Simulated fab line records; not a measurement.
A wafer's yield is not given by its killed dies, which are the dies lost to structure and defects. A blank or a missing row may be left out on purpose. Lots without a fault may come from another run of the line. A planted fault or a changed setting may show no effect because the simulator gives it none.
Chamber matching || flow n5Finfet || N5_FIN_SAQP_MANDREL1_REMOVE_56 on rieSi-03: 4 sister chambers
The step chemistry HBr/Cl2/O2, target a-Si, stops on SiNx, bt time 10 s. 14 wafers are shown with their chamber, then 7 later ones without.

WAFERS WITH THEIR CHAMBER
{"wafer": "L074.1", "chamber": 2, "throttleValvePct (%)": 35.9, "oesProductAu (a.u.)": 0.989}
{"wafer": "L074.3", "chamber": 1, "throttleValvePct (%)": 36.1, "oesProductAu (a.u.)": 0.987}
{"wafer": "L074.4", "chamber": 0, "throttleValvePct (%)": 36.2, "oesProductAu (a.u.)": 0.982}
{"wafer": "L075.1", "chamber": 0, "throttleValvePct (%)": 36.2, "oesProductAu (a.u.)": 0.985}
{"wafer": "L075.4", "chamber": 2, "throttleValvePct (%)": 35.9, "oesProductAu (a.u.)": 0.997}
{"wafer": "L075.6", "chamber": 1, "throttleValvePct (%)": 36.0, "oesProductAu (a.u.)": 0.997}
{"wafer": "L076.4", "chamber": 2, "throttleValvePct (%)": 35.9, "oesProductAu (a.u.)": 0.975}
{"wafer": "L076.5", "chamber": 1, "throttleValvePct (%)": 36.0, "oesProductAu (a.u.)": 0.988}
{"wafer": "L076.6", "chamber": 2, "throttleValvePct (%)": 35.9, "oesProductAu (a.u.)": 0.985}
{"wafer": "L077.3", "chamber": 3, "throttleValvePct (%)": 37.0, "oesProductAu (a.u.)": 1.040}
{"wafer": "L077.5", "chamber": 0, "throttleValvePct (%)": 36.2, "oesProductAu (a.u.)": 0.990}
{"wafer": "L077.6", "chamber": 3, "throttleValvePct (%)": 37.0, "oesProductAu (a.u.)": 1.035}
{"wafer": "L079.2", "chamber": 2, "throttleValvePct (%)": 35.9, "oesProductAu (a.u.)": 0.986}
{"wafer": "L079.4", "chamber": 3, "throttleValvePct (%)": 37.0, "oesProductAu (a.u.)": 1.043}

SIGNATURES (averages over the wafers above)
{"reading": "throttleValvePct", "chamber 0": 36.200, "chamber 1": 36.033, "chamber 2": 35.900, "chamber 3": 37.000, "scatter within a chamber": 0.0258}
{"reading": "oesProductAu", "chamber 0": 0.98567, "chamber 1": 0.99067, "chamber 2": 0.98640, "chamber 3": 1.03933, "scatter within a chamber": 0.00614}
Rule: a wafer's distance from a chamber is the root of the sum, over the readings, of the square of ((its reading less the chamber's mean) divided by the reading's scatter). If the next closest chamber is less than 2 further off than the closest, the wafer can't be placed; otherwise it belongs to the closest. How the scatter is found: for the shown wafers, subtract from each reading the mean of its chamber, square and add these, divide the total by (wafers less chambers), then take the root.

WAFERS WITHOUT THEIR CHAMBER
{"wafer": "L079.5", "throttleValvePct (%)": 36.0, "oesProductAu (a.u.)": 0.994}
{"wafer": "L085.2", "throttleValvePct (%)": 35.9, "oesProductAu (a.u.)": 0.965}
{"wafer": "L085.4", "throttleValvePct (%)": 37.0, "oesProductAu (a.u.)": 1.026}
{"wafer": "L085.6", "throttleValvePct (%)": 35.9, "oesProductAu (a.u.)": 0.975}
{"wafer": "L096.3", "throttleValvePct (%)": 35.9, "oesProductAu (a.u.)": 0.984}
{"wafer": "L096.5", "throttleValvePct (%)": 35.9, "oesProductAu (a.u.)": 0.988}
{"wafer": "L096.6", "throttleValvePct (%)": 37.0, "oesProductAu (a.u.)": 1.025}

EACH ONE'S CHAMBER
{"wafer": "L079.5", "from the rows above": 1, "in truth": 1}
{"wafer": "L085.2", "from the rows above": 2, "in truth": 2}
{"wafer": "L085.4", "from the rows above": 3, "in truth": 3}
{"wafer": "L085.6", "from the rows above": 2, "in truth": 2}
{"wafer": "L096.3", "from the rows above": 2, "in truth": 2}
{"wafer": "L096.5", "from the rows above": 2, "in truth": 2}
{"wafer": "L096.6", "from the rows above": 3, "in truth": 3}
Correct placement for 7 of the 7. Not placeable from these rows: 0. 0 placed wrongly.
